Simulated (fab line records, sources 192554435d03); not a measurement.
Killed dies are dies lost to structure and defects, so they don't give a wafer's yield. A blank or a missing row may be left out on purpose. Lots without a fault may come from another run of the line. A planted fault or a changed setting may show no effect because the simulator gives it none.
A struck lot beside a sound one | flow n5_finfet | 14 steps out of a route of 1938
Sound: wafers L778.1, L778.3, L778.4. Struck: wafers L765.1, L765.2, L765.5. The cause comes at the end.
At each step with rows: each side's tool, then ch and its chambers, then its first start. Under that, the readings that differ: sound wafers | struck wafers | difference of the means | sigmas: that difference in standard deviations of wafers without a fault.
alike: readings whose means differ by less than 2 such deviations, and words and numbers that are the same on both sides. not compared: withheld readings, readings that some wafer has no value for, bounds like >300 that may hide the same value, and numbers for which the record gives no deviation and whose values overlap.
The two part at a step that has a row with sigmas, a row that says differs or no value, or rows on one side only. Numbers that don't overlap but have no deviation are shown without sigmas and don't part them. A reading that every wafer of one side lacks parts them only if that side has two wafers or more.

N5_BEOL_M2_STRIP_66: strips in CF4.
  sound on rie_diel-05 ch 0,1,3, day 11 06:32; struck on rie_diel-04 ch 0,2, day 8 00:40
  alike: drypump_motor_current_A, oes_product_au, rf_vpp_V, showerhead_plenum_p_Torr, throttle_valve_pct
  not compared: rf_hours_counter_h
N5_BEOL_M2_HM_OPEN_17: chemistry Cl2/BCl3, target TiN, target depth 20 nm, overetch 6 nm.
  sound on rie_metal-02 ch 0,1, day 11 06:34; struck on rie_metal-03 ch 0,1, day 8 00:43
  alike: bcl3_flow_sccm, drypump_motor_current_A, oes_ar_750_au, oes_product_au, throttle_valve_pct
  not compared: rf_hours_counter_h
N5_BEOL_M2_STRIP_19: strips in O2.
  sound on rie_diel-02 ch 0,2,3, day 11 06:41; struck on rie_diel-05 ch 0,2,3, day 8 00:49
  alike: drypump_motor_current_A, oes_product_au, rf_vpp_V, showerhead_plenum_p_Torr, throttle_valve_pct
  not compared: rf_hours_counter_h
N5_BEOL_M2_CD_MEAS_18: pitch 36 nm, target cd 18 nm.
  sound on cd_sem-03, day 11 06:45; struck on cd_sem-01, day 8 00:53
  alike: cd_nm
then, 8 steps without rows for these wafers: N5_BEOL_M2_COAT_67 (time 60 s, resist thk 60 nm); N5_BEOL_M2_COAT_68 (time 60 s, resist thk 12 nm); N5_BEOL_M2_COAT_76 (time 60 s, resist thk 5 nm); N5_BEOL_M2_COAT_22 (resist thk 30 nm); N5_BEOL_M2_EBR_24; N5_BEOL_M2_SOFTBAKE_23 (time 60 s); N5_BEOL_M2_EXPOSE_25 (exposes mask V1, defocus 5 nm); N5_BEOL_M2_PEB_26 (peb time 60 s).
N5_BEOL_M2_DEVELOP_27: develop time 30 s.
  sound on litho_track-01 ch 0, day 11 07:08; struck on litho_track-01, day 8 01:09
  no value came back on the struck wafers for chill_plate_temp_C (C), develop_time_s (s); on the sound wafers chill_plate_temp_C (C) reads 23.09 23.11 23.27
  reading                                      | sound          | struck         | difference | sigmas
  model.CAR-EUV_of_BEOL_M2_COAT_22.thk_nm (nm) | 29.6 29.4 29.6 | 30.2 30.2 30.2 | +0.7       |
N5_BEOL_M2_CD_MEAS_28: target cd 26.2 nm, target cd y 24.1 nm.
  sound on cd_sem-03 ch 0, day 11 07:12; struck on cd_sem-02 ch 0, day 8 01:13
  reading    | sound             | struck | difference                    | sigmas
  cd_nm (nm) | 26.85 26.54 26.37 | - - -  | no value on the struck wafers |

WHERE THEY PART
First at N5_BEOL_M2_DEVELOP_27; last, within this record, at N5_BEOL_M2_CD_MEAS_28.

WHY: what the simulator had put in
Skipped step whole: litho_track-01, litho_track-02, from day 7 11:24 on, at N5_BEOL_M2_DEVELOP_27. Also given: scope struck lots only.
